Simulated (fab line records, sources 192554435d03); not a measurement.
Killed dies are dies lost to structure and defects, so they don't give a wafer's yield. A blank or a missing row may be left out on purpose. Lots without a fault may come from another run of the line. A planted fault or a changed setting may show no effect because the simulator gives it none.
fab line records | flow n5_finfet
record lots=24 wafers=72 last_day=19
route steps=1938 shown BEOL_M11@1558 BEOL_M12@1617 BEOL_M13@1669 BEOL_M14@1736
lots that met no fault: from a run of the same line without faults
start_h: hours from the record's first day to the start of the lot's first wafer shown | wait_h: hours since the lot's step before | " the same as in the row above | L1.1+2: a row that stands for several wafers | - no value, or no start given | * or withheld: withheld | < > ~ a bound
route shown NAME@n: a module of which the file shows steps, and the number in the route of the first | usual: mean/standard deviation of fault-free wafers | same: alike in all rows | chamber/n: place in a boat | sites: the reading at each site | _std_site: their standard deviation | _edge_site: outer sites' mean less inner sites' | radius_mm: how far each site lies from the wafer's centre | mask NAME#n: copy n | behind: the tool/chamber that last shaped the wafer | hold: why the lot was held/for how many hours/how that ended | device: the transistor (n, p or np) that didn't switch | end of line: the same wafers' tests at the end of the route | a step without rows: its recipe alone | killed: dies lost to structure and defects at the first sort, not the wafer's yield | map: a wafer's dies, x killed, . not, _ none there
set.NAME: the setting as run; set.NAME@STEP: as run at that earlier step | model.NAME: the simulator's own value behind a step, which no gauge read
steps of the route over a sample of lots; a table a step, a row a wafer
services: from which hour (start_h, from the record's first day; less than 0 if before it) a tool's chamber was out of use, for how many hours, and why
## steps
# step N5_BEOL_M11_STRIP_19
# recipe chemistry=O2 power_w=400 temp_c=40 pressure_mtorr=30 rf_frequency_hz=6e+07 bias_power_w=0 overash_fraction=0.2 o2_flow_sccm=225
# usual drypump_motor_current_A=5.5/0.47 o2_flow_sccm=225.1/0.65 oes_product_au=0.82/0.089 rf_vpp_V=3.7/0.61 showerhead_plenum_p_Torr=2.14/0.075 throttle_valve_pct=16.6/0.31
# columns lot.wafer tool chamber start_h wait_h drypump_motor_current_A o2_flow_sccm oes_product_au rf_hours_counter_h rf_vpp_V showerhead_plenum_p_Torr throttle_valve_pct
L074.2 rie_diel-05 0 242.71 0.1 6.5 225.1 0.68 211 4.1 2.16 17.0
L074.4 " 1 " " 5.5 225.7 0.68 - 3.4 2.05 16.7
L074.5 " 2 " " 5.8 224.8 0.88 - 2.7 2.03 16.3
L075.1 rie_diel-02 1 247.26 0.2 5.8 225.6 0.70 200 3.2 2.16 16.9
L075.3 " 3 " " 5.4 224.6 0.85 53 3.3 2.23 16.5
L075.5 " 3 " " 5.4 224.5 0.85 - 4.6 2.23 16.5
L076.1 rie_diel-04 3 253.57 0.2 5.0 225.7 0.85 48 3.7 2.10 16.0
L076.2 " 0 " " 5.3 225.3 0.90 29 3.3 2.25 16.4
L076.6 " 0 " " 5.3 225.6 0.87 - 3.4 2.25 16.3
L078.1 rie_diel-04 2 253.70 0.1 4.9 223.9 0.79 107 4.4 2.14 16.8
L078.2 " 3 " " 5.0 224.8 0.86 48 3.9 2.10 16.1
L078.6 " 2 " " 4.9 224.1 0.78 - 3.2 2.14 16.8
L077.2 rie_diel-04 0 257.56 0.1 5.2 226.0 0.90 31 2.6 2.25 16.3
L077.3 " 3 " " 5.0 223.8 0.86 50 3.2 2.10 16.0
L077.4 " 3 " " 5.0 225.0 0.86 - 4.3 2.09 16.1
L081.2 rie_diel-04 2 264.22 0.1 4.9 226.5 0.78 111 3.7 2.14 16.8
L081.3 " 0 " " 5.3 224.6 0.87 34 3.3 2.25 16.4
L081.5 " 2 " " 4.9 226.2 0.78 - 4.0 2.14 16.8
L079.3 rie_diel-04 2 270.07 0.1 4.9 225.6 0.79 - 3.1 2.14 16.8
L079.4 " 3 " " 5.0 225.5 0.85 - 3.5 2.09 16.1
L079.6 " 3 " " 5.0 225.9 0.86 - 3.6 2.09 16.1
L080.1 rie_diel-02 0 272.43 0.2 6.1 224.6 0.71 218 3.2 2.07 16.9
L080.2 " 1 " " 5.9 225.8 0.69 209 4.7 2.16 16.9
L080.6 " 3 " " 5.4 225.7 0.84 - 3.2 2.23 16.5
L083.1 rie_diel-04 1 272.56 0.1 6.2 225.0 1.01 1 3.7 2.26 16.6
L083.2 " 2 " " 4.9 225.1 0.78 116 3.0 2.14 16.8
L083.3 " 3 " " 5.0 224.8 0.85 57 3.3 2.09 16.0
L082.2 rie_diel-04 3 276.09 0.2 5.0 224.8 0.84 59 4.1 2.09 16.1
L082.5 " 1 " " 6.2 224.7 0.99 - 4.6 2.26 16.6
L082.6 " 3 " " 5.0 225.6 0.84 - 3.4 2.09 16.1
L084.1 rie_diel-05 0 295.52 0.1 6.5 224.9 0.67 227 2.8 2.15 17.0
L084.3 " 1 " " 5.5 224.4 0.66 246 3.6 2.04 16.7
L084.6 " 1 " " 5.5 224.7 0.67 - 3.9 2.04 16.7
L085.1 rie_diel-02 2 296.14 0.2 5.7 224.4 0.92 16 4.4 2.09 16.8
L085.2 " 1 " " 5.8 225.2 0.69 216 4.2 2.15 17.0
L085.6 " 2 " " 5.7 224.6 0.93 - 3.4 2.09 16.8
L086.4 rie_diel-04 1 310.16 0.1 6.2 224.1 0.95 13 4.0 2.26 16.7
L086.5 " 2 " " 4.9 224.8 0.76 - 3.4 2.13 16.8
L086.6 " 3 " " 5.0 225.2 0.83 - 3.3 2.09 16.1
L088.2 rie_diel-04 3 310.94 0.1 5.0 224.9 0.84 69 3.4 2.09 16.1
L088.3 " 1 " " 6.2 225.0 0.95 13 4.7 2.26 16.7
L088.6 " 1 " " 6.2 225.0 0.96 - 4.6 2.26 16.7
L089.3 rie_diel-05 3 328.67 0.1 5.3 225.4 0.90 24 4.1 2.07 16.8
L089.4 " 3 " " 5.3 225.4 0.91 - 4.3 2.07 16.8
L089.6 " 2 " " 5.8 225.3 0.84 - 3.1 2.02 16.3
L087.1 rie_diel-04 1 331.96 0.3 6.2 224.5 0.95 20 4.5 2.25 16.7
L087.3 " 0 " " 5.3 224.5 0.84 53 2.6 2.25 16.4
L087.5 " 0 " " 5.3 225.1 0.85 - 3.7 2.25 16.4
L092.1 rie_diel-04 2 332.16 0.1 4.9 225.2 0.76 135 4.3 2.13 16.8
L092.4 " 3 " " 5.0 224.6 0.83 76 4.6 2.09 16.1
L092.5 " 3 " " 5.0 224.6 0.82 - 2.3 2.09 16.1
L090.1 rie_diel-04 3 337.56 0.1 5.0 226.2 0.82 77 4.7 2.09 16.1
L090.4 " 0 " " 5.3 224.6 0.85 55 4.4 2.25 16.4
L090.6 " 3 " " 5.0 225.0 0.82 - 3.1 2.09 16.1
L091.1 rie_diel-04 2 337.72 0.1 4.9 225.0 0.76 136 3.9 2.13 16.8
L091.3 " 3 " " 5.0 225.7 0.81 77 3.2 2.09 16.1
L091.4 " 0 " " 5.3 225.8 0.85 55 3.3 2.25 16.4
L094.2 rie_diel-02 0 338.44 0.1 6.1 224.5 0.70 235 4.4 2.07 16.9
L094.5 " 1 " " 5.9 225.6 0.68 - 3.8 2.15 16.9
L094.6 " 0 " " 6.0 225.6 0.71 - 4.8 2.07 16.9
L093.1 rie_diel-05 2 344.22 0.1 5.7 223.8 0.82 70 2.9 2.02 16.3
L093.4 " 2 " " 5.8 224.5 0.83 - 4.6 2.02 16.3
L093.5 " 1 " " 5.5 225.2 0.97 - 2.8 2.04 16.4
L095.1 rie_diel-02 3 373.48 0.1 5.4 225.7 0.81 91 4.2 2.22 16.6
L095.3 " 2 " " 5.6 224.2 0.88 37 3.5 2.08 16.8
L095.4 " 0 " " 6.0 225.4 0.70 245 3.7 2.06 16.9
L097.1 rie_diel-05 2 380.59 0.1 5.7 225.7 0.81 83 3.6 2.01 16.3
L097.2 " 1 " " 5.6 224.4 0.94 16 3.3 2.04 16.4
L097.5 " 2 " " 5.7 224.9 0.82 - 4.3 2.01 16.3
L096.4 rie_diel-02 1 398.75 0.2 5.9 224.0 0.67 - 3.9 2.14 17.0
L096.5 " 3 " " 5.4 225.7 0.78 - 3.5 2.21 16.6
L096.6 " 2 " " 5.7 225.0 0.86 - 4.6 2.08 16.9
# step N5_BEOL_M11_OVL_MEAS_29
# recipe points_per_wafer=44
# usual V10_OVL=-0.8/0.92
# columns lot.wafer tool chamber start_h wait_h V10_OVL[nm]
L074.2 overlay-02 0 243.11 0.0 0.1
L074.4 " 0 " " -0.3
L074.5 " 0 " " 0.0
L075.1 overlay-01 0 248.33 0.0 0.7
L075.3 " 0 " " 0.0
L075.5 " 0 " " 0.3
L076.1 overlay-02 0 255.49 0.0 -0.2
L076.2 " 0 " " -1.3
L076.6 " 0 " " -0.7
L078.1 overlay-01 0 255.66 0.0 -1.3
L078.2 " 0 " " 0.0
L078.6 " 0 " " -1.2
L077.2 overlay-01 0 258.14 0.0 0.5
L077.3 " 0 " " 0.9
L077.4 " 0 " " 1.1
L081.2 overlay-01 0 264.66 0.0 -1.7
L081.3 " 0 " " -2.2
L081.5 " 0 " " -0.9
L079.3 overlay-02 0 270.66 0.0 -1.2
L079.4 " 0 " " -2.7
L079.6 " 0 " " -2.0
L080.1 overlay-01 0 272.94 0.0 -0.7
L080.2 " 0 " " -3.1
L080.6 " 0 " " -1.3
L083.1 overlay-01 0 273.11 0.0 -0.8
L083.2 " 0 " " -0.6
L083.3 " 0 " " -1.2
L082.2 overlay-02 0 279.69 0.0 -2.4
L082.5 " 0 " " 0.1
L082.6 " 0 " " -2.4
L084.1 overlay-01 0 296.03 0.0 -1.1
L084.3 " 0 " " -1.3
L084.6 " 0 " " -1.0
L085.1 overlay-01 0 296.70 0.0 0.1
L085.2 " 0 " " -1.7
L085.6 " 0 " " -1.2
L088.2 overlay-01 0 313.15 0.0 -0.6
L088.3 " 0 " " 0.5
L088.6 " 0 " " -0.8
L086.4 overlay-01 0 313.32 0.0 -2.0
L086.5 " 0 " " -1.4
L086.6 " 0 " " -0.6
L089.3 overlay-02 0 330.34 0.0 -0.5
L089.4 " 0 " " -1.6
L089.6 " 0 " " -0.6
L087.1 overlay-01 0 332.35 0.0 0.2
L087.3 " 0 " " 0.6
L087.5 " 0 " " -0.5
L092.1 overlay-02 0 332.67 0.0 -0.7
L092.4 " 0 " " -2.3
L092.5 " 0 " " -1.4
L090.1 overlay-02 0 338.01 0.0 -1.1
L090.4 " 0 " " -2.9
L090.6 " 0 " " -2.0
L091.1 overlay-02 0 338.26 0.0 -0.7
L091.3 " 0 " " -1.4
L091.4 " 0 " " -1.4
L094.2 overlay-01 0 339.62 0.0 -0.1
L094.5 " 0 " " 0.1
L094.6 " 0 " " -1.2
L093.1 overlay-02 0 346.30 0.0 -1.1
L093.4 " 0 " " -0.1
L093.5 " 0 " " -0.9
L095.1 overlay-01 0 374.72 0.0 -2.0
L095.3 " 0 " " -1.5
L095.4 " 0 " " -1.4
L097.1 overlay-02 0 382.48 0.0 -1.2
L097.2 " 0 " " -1.0
L097.5 " 0 " " -0.7
L096.4 overlay-01 0 403.62 0.0 0.6
L096.5 " 0 " " 0.2
L096.6 " 0 " " 0.1
# step N5_BEOL_M12_VIA_ETCH_16
# recipe chemistry=C4F8/O2/Ar target=SiOC pressure_mtorr=30 source_w=3000 bias_w=700 Ar_flow_sccm=400 C4F8_flow_sccm=15 O2_flow_sccm=8 he_inner_torr=15 he_outer_torr=30 target_depth_a=7248 time_s=withheld ion_energy_ev=250 ends=cleared
# usual drypump_motor_current_A=5.9/0.44 he_outer_torr=30.00/0.051 oes_product_au=0.69/0.068 rf_vpp_V=665.4/2.6 showerhead_plenum_p_Torr=3.42/0.088 throttle_valve_pct=24.27/0.24
# columns lot.wafer tool chamber start_h wait_h drypump_motor_current_A he_outer_torr oes_product_au rf_vpp_V showerhead_plenum_p_Torr throttle_valve_pct
L074.2 rie_diel-01 3 247.59 0.0 6.1 29.98 0.62 664.1 3.36 24.55
L074.4 " 2 " " 6.2 29.91 0.79 667.0 3.47 24.37
L074.5 " 3 " " 6.1 30.05 0.62 663.7 3.36 24.55
L075.1 rie_diel-01 3 251.68 0.0 6.1 30.02 0.62 663.5 3.36 24.55
L075.3 " 1 " " 6.0 29.96 0.64 659.5 3.29 24.30
L075.5 " 0 " " 6.5 29.92 0.69 668.5 3.52 24.24
L076.1 rie_diel-06 0 259.36 0.0 5.8 29.93 0.69 668.6 3.56 24.30
L076.2 " 2 " " 5.4 30.01 0.64 663.4 3.37 24.05
L076.6 " 0 " " 5.7 29.97 0.70 669.9 3.56 24.29
L078.1 rie_diel-03 0 260.97 0.0 6.1 29.91 0.62 665.6 3.42 24.71
L078.2 " 3 " " 6.3 29.98 0.73 662.1 3.30 23.77
L078.6 " 1 " " 5.5 30.02 0.71 666.3 3.45 24.43
L077.2 rie_diel-06 0 261.66 0.0 5.8 30.02 0.69 669.5 3.56 24.27
L077.3 " 2 " " 5.4 30.08 0.64 663.4 3.37 24.03
L077.4 " 3 " " 5.3 30.01 0.73 666.6 3.50 24.42
L081.2 rie_diel-01 1 269.09 0.0 6.0 30.02 0.62 661.2 3.28 24.31
L081.3 " 2 " " 6.2 29.99 0.77 667.1 3.47 24.39
L081.5 " 0 " " 6.5 29.95 0.68 668.9 3.52 24.25
L079.3 rie_diel-06 0 274.44 0.0 5.8 30.01 0.70 668.3 3.56 24.30
L079.4 " 1 " " 6.5 29.91 0.86 668.5 3.50 24.23
L079.6 " 2 " " 5.4 29.90 0.65 663.3 3.37 24.05
L080.1 rie_diel-03 1 277.10 0.0 5.5 29.97 0.71 664.3 3.45 24.46
L080.2 " 2 " " 5.4 30.00 0.63 664.6 3.36 23.92
L080.6 " 3 " " 6.3 30.04 0.73 661.2 3.30 23.76
L083.1 rie_diel-06 1 277.36 0.0 6.5 30.05 0.85 667.0 3.50 24.24
L083.2 " 0 " " 5.8 30.08 0.70 669.1 3.56 24.29
L083.3 " 3 " " 5.3 30.05 0.73 666.4 3.50 24.44
L082.2 rie_diel-06 0 283.80 0.0 5.7 29.96 0.69 669.5 3.56 24.29
L082.5 " 1 " " 6.5 29.98 0.84 667.1 3.50 24.24
L082.6 " 0 " " 5.7 29.99 0.69 669.0 3.56 24.30
L084.1 rie_diel-06 1 301.23 0.0 6.5 30.08 0.83 667.7 3.49 24.24
L084.3 " 0 " " 5.7 30.01 0.68 669.0 3.56 24.28
L084.6 " 2 " " 5.4 29.99 0.63 663.3 3.36 24.07
L085.1 rie_diel-03 1 302.40 0.0 5.5 30.04 0.70 664.4 3.44 24.44
L085.2 " 0 " " 6.1 30.09 0.61 664.1 3.42 24.73
L085.6 " 3 " " 6.3 29.95 0.73 660.9 3.30 23.79
L088.2 rie_diel-03 3 316.84 0.0 6.3 30.02 0.72 661.9 3.29 23.78
L088.3 " 2 " " 5.4 29.98 0.62 665.6 3.36 23.93
L088.6 " 0 " " 6.1 29.97 0.61 664.0 3.41 24.76
L086.4 rie_diel-01 1 317.61 0.0 6.0 30.06 0.61 661.0 3.27 24.34
L086.5 " 0 " " 6.5 29.90 0.66 669.3 3.51 24.27
L086.6 " 1 " " 6.0 30.02 0.62 661.9 3.27 24.32
L089.3 rie_diel-03 3 335.01 0.0 6.3 29.97 0.72 662.1 3.29 23.79
L089.4 " 0 " " 6.1 30.07 0.61 664.6 3.41 24.74
L089.6 " 3 " " 6.3 29.98 0.72 662.9 3.29 23.82
L087.1 rie_diel-03 1 337.61 0.0 5.5 29.96 0.69 664.6 3.44 24.47
L087.3 " 3 " " 6.3 30.03 0.72 662.7 3.29 23.79
L087.5 " 3 " " 6.3 29.97 0.72 661.8 3.29 23.80
L092.1 rie_diel-06 0 338.79 0.0 5.7 30.07 0.67 669.0 3.55 24.33
L092.4 " 1 " " 6.5 30.05 0.81 667.0 3.49 24.24
L092.5 " 3 " " 5.3 29.97 0.71 667.8 3.49 24.45
L090.1 rie_diel-03 3 342.43 0.0 6.3 30.03 0.72 661.9 3.29 23.80
L090.4 " 0 " " 6.1 29.97 0.60 665.3 3.41 24.74
L090.6 " 2 " " 5.4 29.98 0.61 665.2 3.35 23.96
L091.1 rie_diel-01 0 342.67 0.0 6.5 29.97 0.65 667.4 3.50 24.29
L091.3 " 2 " " 6.2 30.03 0.74 665.6 3.45 24.41
L091.4 " 2 " " 6.2 29.99 0.73 667.5 3.45 24.40
L094.2 rie_diel-01 2 344.79 0.1 6.3 29.92 0.75 666.5 3.45 24.43
L094.5 " 1 " " 5.9 30.09 0.62 661.5 3.27 24.35
L094.6 " 2 " " 6.3 30.09 0.74 666.8 3.45 24.42
L093.1 rie_diel-06 3 350.90 0.0 5.3 29.99 0.71 665.4 3.49 24.46
L093.4 " 3 " " 5.3 30.02 0.71 665.7 3.49 24.46
L093.5 " 1 " " 6.5 29.95 0.80 667.6 3.48 24.26
L095.1 rie_diel-06 1 380.18 0.0 6.5 30.00 0.77 666.7 3.48 24.27
L095.3 " 3 " " 5.2 29.99 0.70 666.3 3.48 24.48
L095.4 " 3 " " 5.3 30.01 0.69 667.5 3.48 24.49
L097.1 rie_diel-01 1 387.55 0.0 5.9 30.04 0.60 661.3 3.26 24.37
L097.2 " 0 " " 6.5 30.01 0.65 667.3 3.50 24.30
L097.5 " 3 " " 6.1 29.99 0.79 665.0 3.34 24.24
L096.4 rie_diel-01 0 407.41 0.1 6.4 29.98 0.66 668.9 3.49 24.31
L096.5 " 2 " " 6.2 30.10 0.72 665.9 3.44 24.45
L096.6 " 3 " " 6.1 30.11 0.80 662.3 3.34 24.24
# step N5_BEOL_M13_CD_MEAS_10
# recipe target_cd_nm=190 landing_energy_ev=500 detector=se_inlens polarity=opening
# usual cd_nm=190.3/1.8
# columns lot.wafer tool chamber start_h wait_h cd_nm
L074.2 cd_sem-01 0 252.33 - 192.2
L074.4 " 0 " " 192.2
L074.5 " 0 " " 189.9
L075.1 cd_sem-02 0 255.39 - 193.5
L075.3 " 0 " " 192.3
L075.5 " 0 " " 191.9
L076.1 cd_sem-02 0 267.13 - 193.6
L076.2 " 0 " " 194.4
L076.6 " 0 " " 194.0
L078.1 cd_sem-03 0 268.31 - 190.5
L078.2 " 0 " " 191.2
L078.6 " 0 " " 190.2
L077.2 cd_sem-02 0 270.60 - 189.1
L077.3 " 0 " " 188.2
L077.4 " 0 " " 189.8
L081.2 cd_sem-02 0 274.69 - 189.7
L081.3 " 0 " " 191.3
L081.5 " 0 " " 190.9
L079.3 cd_sem-02 0 284.41 - 191.6
L079.4 " 0 " " 192.3
L079.6 " 0 " " 191.8
L083.1 cd_sem-03 0 285.12 - 188.7
L083.2 " 0 " " 187.2
L083.3 " 0 " " 187.6
L080.1 cd_sem-03 0 285.53 - 191.5
L080.2 " 0 " " 191.9
L080.6 " 0 " " 193.1
L082.2 cd_sem-02 0 289.68 - 188.0
L082.5 " 0 " " 190.8
L082.6 " 0 " " 188.6
L084.1 cd_sem-03 0 308.46 - 189.2
L084.3 " 0 " " 186.9
L084.6 " 0 " " 188.5
L085.1 cd_sem-03 0 313.02 - 191.2
L085.2 " 0 " " 190.8
L085.6 " 0 " " 190.7
L088.2 cd_sem-01 0 322.20 - 186.2
L088.3 " 0 " " 189.0
L088.6 " 0 " " 186.3
L086.4 cd_sem-01 0 330.28 - 190.3
L086.5 " 0 " " 189.2
L086.6 " 0 " " 190.6
L089.3 cd_sem-02 0 339.48 - 188.3
L089.4 " 0 " " 188.6
L089.6 " 0 " " 188.6
L087.1 cd_sem-02 0 341.30 - 188.4
L087.3 " 0 " " 189.7
L087.5 " 0 " " 188.8
L092.1 cd_sem-03 0 344.49 - 190.0
L092.4 " 0 " " 190.9
L092.5 " 0 " " 190.0
L090.1 cd_sem-01 0 345.92 - 189.1
L090.4 " 0 " " 190.3
L090.6 " 0 " " 189.4
L091.1 cd_sem-03 0 348.72 - 190.9
L091.3 " 0 " " 191.4
L091.4 " 0 " " 189.7
L094.2 cd_sem-03 0 354.93 - 190.3
L094.5 " 0 " " 192.6
L094.6 " 0 " " 191.9
L093.1 cd_sem-01 0 360.38 - 192.3
L093.4 " 0 " " 188.3
L093.5 " 0 " " 191.2
L095.1 cd_sem-02 0 384.91 - 193.5
L095.3 " 0 " " 193.3
L095.4 " 0 " " 192.3
L097.1 cd_sem-02 0 391.99 - 191.3
L097.2 " 0 " " 191.2
L097.5 " 0 " " 188.9
L096.4 cd_sem-01 0 413.87 - 190.6
L096.5 " 0 " " 190.4
L096.6 " 0 " " 189.7
# step N5_BEOL_M13_STRIP_37
# recipe chemistry=N2/H2 power_w=1000 temp_c=250 h2_frac=0.65 overash_fraction=0.3 pressure_mtorr=withheld n2_flow_sccm=1750 h2_flow_sccm=3250
# usual drypump_motor_current_A=5.2/0.32 heater_power_w=335/41 oes_product_au=0.785/0.01
# columns lot.wafer tool chamber start_h wait_h drypump_motor_current_A heater_power_w oes_product_au rf_hours_counter_h
L074.2 plasma_asher-02 1 254.36 0.0 5.4 264 0.788 68
L074.4 " 0 " " 5.7 362 0.782 -
L074.5 " 1 " " 5.4 265 0.779 -
L075.1 plasma_asher-01 1 257.19 0.0 4.9 327 0.779 122
L075.3 " 1 " " 4.9 340 0.790 -
L075.5 " 1 " " 4.9 335 0.787 -
L076.1 plasma_asher-01 0 268.91 0.0 4.9 372 0.785 125
L076.2 " 1 " " 4.9 329 0.768 125
L076.6 " 1 " " 4.9 330 0.800 -
L078.1 plasma_asher-01 1 270.08 0.0 4.9 339 0.787 125
L078.2 " 0 " " 4.9 366 0.786 125
L078.6 " 0 " " 4.9 375 0.798 -
L077.2 plasma_asher-01 0 272.25 0.0 4.9 370 0.779 125
L077.3 " 1 " " 4.9 331 0.791 -
L077.4 " 0 " " 5.0 377 0.778 -
L081.2 plasma_asher-02 0 276.51 0.0 5.7 361 0.781 73
L081.3 " 1 " " 5.4 262 0.771 -
L081.5 " 0 " " 5.7 361 0.767 -
L079.3 plasma_asher-02 0 286.17 0.1 5.7 359 0.786 -
L079.4 " 1 " " 5.4 256 0.779 -
L079.6 " 0 " " 5.7 358 0.798 -
L083.1 plasma_asher-01 1 286.78 0.0 4.9 333 0.788 128
L083.2 " 0 " " 4.9 375 0.785 128
L083.3 " 0 " " 5.0 373 0.786 -
L080.1 plasma_asher-02 1 287.19 0.0 5.4 259 0.778 75
L080.2 " 0 " " 5.7 359 0.772 75
L080.6 " 1 " " 5.4 261 0.789 -
L082.2 plasma_asher-01 0 291.33 0.0 5.0 367 0.792 129
L082.5 " 1 " " 4.9 331 0.769 -
L082.6 " 0 " " 4.9 375 0.790 -
L084.1 plasma_asher-01 1 310.23 0.0 5.0 334 0.787 132
L084.3 " 1 " " 4.9 343 0.775 -
L084.6 " 0 " " 4.9 385 0.776 -
L085.1 plasma_asher-02 0 314.97 0.0 5.7 350 0.793 79
L085.2 " 1 " " 5.5 259 0.791 79
L085.6 " 0 " " 5.7 349 0.787 -
L088.2 plasma_asher-02 0 324.05 0.1 5.7 358 0.799 81
L088.3 " 0 " " 5.7 355 0.786 -
L088.6 " 0 " " 5.7 352 0.779 -
L086.4 plasma_asher-01 1 332.30 0.1 4.9 331 0.770 -
L086.5 " 0 " " 4.9 372 0.800 -
L086.6 " 1 " " 4.9 336 0.779 -
L089.3 plasma_asher-01 0 341.30 0.1 4.9 375 0.779 -
L089.4 " 1 " " 4.9 334 0.785 -
L089.6 " 1 " " 4.9 335 0.788 -
L087.1 plasma_asher-01 0 343.41 0.0 4.9 367 0.796 138
L087.3 " 0 " " 4.9 361 0.784 -
L087.5 " 1 " " 4.9 337 0.781 -
L092.1 plasma_asher-01 0 346.26 0.0 4.9 373 0.794 139
L092.4 " 1 " " 4.9 342 0.782 -
L092.5 " 1 " " 4.9 341 0.782 -
L090.1 plasma_asher-01 1 347.57 0.0 5.0 338 0.791 139
L090.4 " 0 " " 4.9 373 0.809 -
L090.6 " 0 " " 4.9 370 0.783 -
L091.1 plasma_asher-01 0 350.49 0.0 4.9 371 0.785 140
L091.3 " 0 " " 4.9 373 0.799 -
L091.4 " 1 " " 4.9 334 0.779 -
L094.2 plasma_asher-02 1 356.71 0.0 5.5 259 0.781 91
L094.5 " 0 " " 5.7 354 0.788 -
L094.6 " 1 " " 5.4 256 0.800 -
L093.1 plasma_asher-02 1 362.46 0.0 5.5 256 0.791 92
L093.4 " 1 " " 5.4 261 0.776 -
L093.5 " 1 " " 5.4 261 0.791 -
L095.1 plasma_asher-01 1 386.72 0.0 5.0 335 0.771 147
L095.3 " 1 " " 4.9 340 0.801 -
L095.4 " 0 " " 4.9 374 0.786 -
L097.1 plasma_asher-02 1 393.63 0.0 5.4 260 0.799 97
L097.2 " 0 " " 5.7 363 0.809 97
L097.5 " 0 " " 5.7 355 0.800 -
L096.4 plasma_asher-02 0 415.66 0.1 5.7 363 0.779 -
L096.5 " 0 " " 5.7 355 0.801 -
L096.6 " 1 " " 5.4 260 0.791 -
# step N5_BEOL_M14_CD_MEAS_17
# recipe target_cd_nm=250 polarity=opening
# usual cd_nm=250/3.3
# columns lot.wafer tool chamber start_h wait_h cd_nm
L074.2 cd_sem-02 - 258.78 0.0 255
L074.4 " - " " 250
L074.5 " - " " 253
L075.1 cd_sem-01 - 262.14 0.0 244
L075.3 " - " " 244
L075.5 " - " " 250
L076.1 cd_sem-01 - 271.78 0.0 246
L076.2 " - " " 246
L076.6 " - " " 246
L078.1 cd_sem-01 - 274.39 0.0 252
L078.2 " - " " 252
L078.6 " - " " 249
L077.2 cd_sem-01 - 275.84 0.0 248
L077.3 " - " " 248
L077.4 " - " " 252
L081.2 cd_sem-01 - 286.30 0.0 251
L081.3 " - " " 252
L081.5 " - " " 248
L079.3 cd_sem-02 - 290.72 0.0 250
L079.4 " - " " 248
L079.6 " - " " 248
L083.1 cd_sem-02 - 292.67 0.0 248
L083.2 " - " " 253
L083.3 " - " " 254
L080.1 cd_sem-03 - 294.64 0.0 246
L080.2 " - " " 246
L080.6 " - " " 248
L082.2 cd_sem-01 - 299.42 0.0 241
L082.5 " - " " 247
L082.6 " - " " 251
L084.1 cd_sem-03 - 313.32 0.0 250
L084.3 " - " " 255
L084.6 " - " " 252
L085.1 cd_sem-01 - 318.05 0.0 250
L085.2 " - " " 255
L085.6 " - " " 257
L088.2 cd_sem-01 - 329.43 0.0 250
L088.3 " - " " 247
L088.6 " - " " 246
L086.4 cd_sem-03 - 336.09 0.0 248
L086.5 " - " " 249
L086.6 " - " " 253
L089.3 cd_sem-01 - 346.04 0.0 247
L089.4 " - " " 247
L089.6 " - " " 247
L087.1 cd_sem-01 - 346.31 0.0 245
L087.3 " - " " 247
L087.5 " - " " 250
L092.1 cd_sem-01 - 354.95 0.0 249
L092.4 " - " " 256
L092.5 " - " " 253
L091.1 cd_sem-01 - 355.54 0.0 246
L091.3 " - " " 245
L091.4 " - " " 248
L090.1 cd_sem-03 - 357.56 0.0 245
L090.4 " - " " 250
L090.6 " - " " 250
L094.2 cd_sem-02 - 363.96 0.0 250
L094.5 " - " " 248
L094.6 " - " " 249
L093.1 cd_sem-01 - 367.05 0.0 253
L093.4 " - " " 252
L093.5 " - " " 252
L095.1 cd_sem-02 - 389.69 0.0 255
L095.3 " - " " 249
L095.4 " - " " 257
L097.1 cd_sem-01 - 397.13 0.0 253
L097.2 " - " " 251
L097.5 " - " " 251
L096.4 cd_sem-01 - 421.35 0.0 251
L096.5 " - " " 251
L096.6 " - " " 251
## services
# columns tool chamber start_h hours kind
rie_diel-03 - 222.26 2.8 pm
rie_diel-05 - 229.87 0.2 repair
plasma_asher-02 - 234.46 1.5 repair
rie_diel-04 1 253.38 - clean
rie_diel-04 1 253.38 - consumable_replace:focus_ring
rie_diel-04 1 253.38 - consumable_replace:showerhead
rie_diel-04 1 253.38 17.5 scheduled_down
rie_diel-04 1 253.38 17.5 vent_cycle
rie_diel-02 2 266.68 5.1 repair
rie_diel-06 3 307.81 6.7 repair
rie_diel-05 - 319.34 2.8 pm
plasma_asher-01 - 321.48 10.5 repair
rie_diel-04 0 324.21 1.2 repair
rie_diel-01 3 330.01 15.9 repair
rie_diel-02 - 330.92 3.4 repair
plasma_asher-02 - 340.56 5.3 repair
rie_diel-01 0 343.02 22.2 repair
rie_diel-06 2 359.48 33.0 repair
plasma_asher-02 - 369.46 0.3 repair
plasma_asher-02 - 374.94 2.8 pm
rie_diel-01 3 402.61 1.9 repair
rie_diel-06 3 402.89 5.8 repair
rie_diel-05 2 405.28 21.1 repair
rie_diel-06 2 409.65 23.8 repair
## key
fault none
